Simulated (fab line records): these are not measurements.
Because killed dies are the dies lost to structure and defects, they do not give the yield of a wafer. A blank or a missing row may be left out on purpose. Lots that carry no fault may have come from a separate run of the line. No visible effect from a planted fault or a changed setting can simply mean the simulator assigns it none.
A struck lot beside a sound one + flow n5Finfet + 37 steps out of a route of 1938
Sound: these wafers, L451.1, L451.2, L451.4. The struck wafers were L440.1, L440.5, L440.6. The cause comes at the end.
Order at every step that has rows: each side's tool, ch and its chambers, its first start. Under that, the readings that differ: sound wafers + struck wafers + difference of the means + sigmas: that difference in standard deviations of wafers without a fault.
alike: a reading whose means differ by less than 2 such deviations, as well as words and numbers matching on both sides. not compared: withheld readings; readings where some wafer has no value; bounds like >300 that might hide an equal value; numbers whose values overlap and for which the record gives no deviation.
A row with sigmas, a row that says differs or no value, or rows on one side alone: a step with any of these is where the two part. Numbers that don't overlap but have no deviation are shown without sigmas and don't part them. A reading that every wafer of one side lacks parts them only if that side has two wafers or more.

first, 10 steps without rows for these wafers: N5_PMOS_HMC_CHANNEL_EPI_DESCUM_14 (chemistry O2, time 7.9 s); N5_PMOS_HMC_CHANNEL_EPI_ETCH_32 (etches BARC in N2/H2, stops on SiO2, target depth 85.8 nm, time 50.3 s); N5_PMOS_HMC_CHANNEL_EPI_HM_OPEN_15 (chemistry CHF3/O2, target SiO2, target depth 40.6 nm, time 20.3 s); N5_PMOS_HMC_CHANNEL_EPI_STRIP_33 (strips in N2/H2); N5_PMOS_HMC_CHANNEL_EPI_STRIP_17 (strips in SPM, time 750 s); N5_PMOS_HMC_CHANNEL_EPI_ETCH_38 (etches SiO2 in CF4, target depth 1.5 nm); N5_PMOS_HMC_CHANNEL_EPI_FIN_RECESS_16 (chemistry HBr/Cl2, target Si, target depth 54 nm, time 18 s); N5_PMOS_HMC_CHANNEL_EPI_PRECLEAN_36 (cleans in O3/DIW, time 45 s); N5_PMOS_HMC_CHANNEL_EPI_PRECLEAN_18 (cleans in DHF, time 30 s); N5_PMOS_HMC_CHANNEL_EPI_SRD_19 (time 30 s).
N5_PMOS_HMC_CHANNEL_EPI_EPI_20: deposits SiGe30, target thk 59 nm.
  sound on epiRpcvd-04 ch 0, day 7 00:05; struck on epiRpcvd-04 ch 0, day 4 06:19
| reading                                                | sound                | struck               | difference | sigmas |
|--------------------------------------------------------|----------------------|----------------------|------------|--------|
| susceptorTempC (C)                                     | 599.95 599.61 599.99 | 612.73 613.15 612.52 | +12.95     | +45    |
| susceptor_temp_C_max                                   | 601.0 600.6 601.1    | 613.5 614.0 613.6    | +12.8      | +15    |
| model.SiGe30_of_PMOS_HMC_CHANNEL_EPI_EPI_20.thkNm (nm) | 59.55 59.25 58.84    | 74.83 74.68 74.34    | +15.40     |        |
then, 4 steps without rows for these wafers: N5_PMOS_HMC_CHANNEL_EPI_HM_STRIP_35 (strips SiO2 in dHF, material SiO2, target depth 39.6 nm, time 216 s); N5_PMOS_HMC_CHANNEL_EPI_SRD_39 (time 30 s); N5_PMOS_HMC_CHANNEL_EPI_CMP_21 (polishes SiGe30, target thk 54 nm); N5_PMOS_HMC_CHANNEL_EPI_PRECLEAN_40 (cleans in DHF, time 30 s).
N5_PMOS_HMC_CHANNEL_EPI_PRECLEAN_37: cleans in O3/DIW, time 45 s.
  sound on wetBench-02 ch 1,5,6, day 7 01:45; struck on wetBench-04 ch 2,3,4, day 4 07:59
  alike: bathHeatDutyPct
  not compared: model.SiGe30_of_PMOS_HMC_CHANNEL_EPI_EPI_20.thkNm
then, 19 steps without rows for these wafers: N5_PMOS_HMC_CHANNEL_EPI_PRECLEAN_24 (cleans in DHF, time 30 s); N5_PMOS_HMC_CHANNEL_EPI_SRD_25 (time 30 s); N5_PMOS_HMC_CHANNEL_EPI_EPI_26 (deposits Si from SiH4/H2, target thk 3.8 nm, time 22.7 s); N5_FIN_SAQP_PRECLEAN_42 (cleans in O3/DIW, time 60 s); N5_FIN_SAQP_PRECLEAN_00 (cleans in SC1, time 60 s); N5_FIN_SAQP_PRECLEAN_44 (cleans in SC2, time 45 s); N5_FIN_SAQP_SRD_01 (time 30 s); N5_FIN_SAQP_ALD_61 (deposits SiO2, target thk 4 nm, pulse time 1 s, purge time 2 s); N5_FIN_SAQP_DENSIFY_62 (time 60 s); N5_FIN_SAQP_HM_DEP_03 (deposits SiNx from SiH4/NH3/N2, target thk 38 nm, time 33.6 s); N5_FIN_SAQP_PECVD_47 (deposits a-Si from SiH4/He, target thk 45 nm, time 36.3 s); N5_FIN_SAQP_PECVD_48 (deposits SiNx from SiH4/NH3/N2, target thk 25 nm, time 22.1 s); N5_FIN_SAQP_PECVD_06 (deposits a-Si from SiH4/He, target thk 60 nm, time 48.1 s); N5_FIN_SAQP_HM_DEP_72 (deposits SiO2 from SiH4/N2O, target thk 12 nm, time 7.2 s); N5_FIN_SAQP_COAT_49 (time 60 s, resist thk 100 nm); N5_FIN_SAQP_COAT_50 (time 60 s, resist thk 35 nm); N5_FIN_SAQP_COAT_10 (resist thk 90 nm); N5_FIN_SAQP_EBR_12; N5_FIN_SAQP_SOFTBAKE_11 (time 60 s).
-- here the record skips 6 days between the struck wafers' starts before and after, leaving off in module FIN_SAQP and picking up in module BEOL_M4 (first step shown: number 1111 of the route) --
N5_BEOL_M4_RC_MEAS_101:
  sound on prober-01 ch 0, day 13 17:08; struck on prober-02 ch 0, day 10 03:53
| reading        | sound                | struck               | difference | sigmas |
|----------------|----------------------|----------------------|------------|--------|
| VT_P (mV)      | -249 -251 -244       | -259 -257 -257       | -10        | -2     |
| VT_P_LONG (mV) | -274.6 -276.3 -274.3 | -285.5 -285.6 -284.6 | -10.2      | -3     |
  alike: DIBL_N, DIBL_P, IOFF_N, IOFF_P, ION_N, ION_P, SS_N, SS_P, VT_N
-- here the record skips 4 days between the struck wafers' starts before and after, leaving off in module BEOL_M4 and picking up in module PASSIVATION (first step shown: number 1936 of the route) --
N5_PASSIVATION_PROBE_49:
  struck on prober-02, day 14 14:23; sound on prober-01, day 18 05:38
| reading          | sound    | struck   | difference | sigmas |
|------------------|----------|----------|------------|--------|
| killedAtContacts | 1 4 3    | 13 15 15 | +12        | +2     |
| killedOpen       | 71 70 53 | 99 93 82 | +27        | +2     |
  alike: defectLimitedYield, killed_at_M0_to_M3, killed_at_M4_up, killedAtFrontEnd, killedAtOther, killedDies, killedShort, sort_bin_5_function, sort_bin_6_memory, sortNPass, sortYieldPct

WHERE THEY PART
Last at N5_PASSIVATION_PROBE_49 as far as this record goes, first at N5_PMOS_HMC_CHANNEL_EPI_EPI_20.

WHY: the cause the simulator had injected
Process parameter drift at N5_PMOS_HMC_CHANNEL_EPI_EPI_20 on epiRpcvd-04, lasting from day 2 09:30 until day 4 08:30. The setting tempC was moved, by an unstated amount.
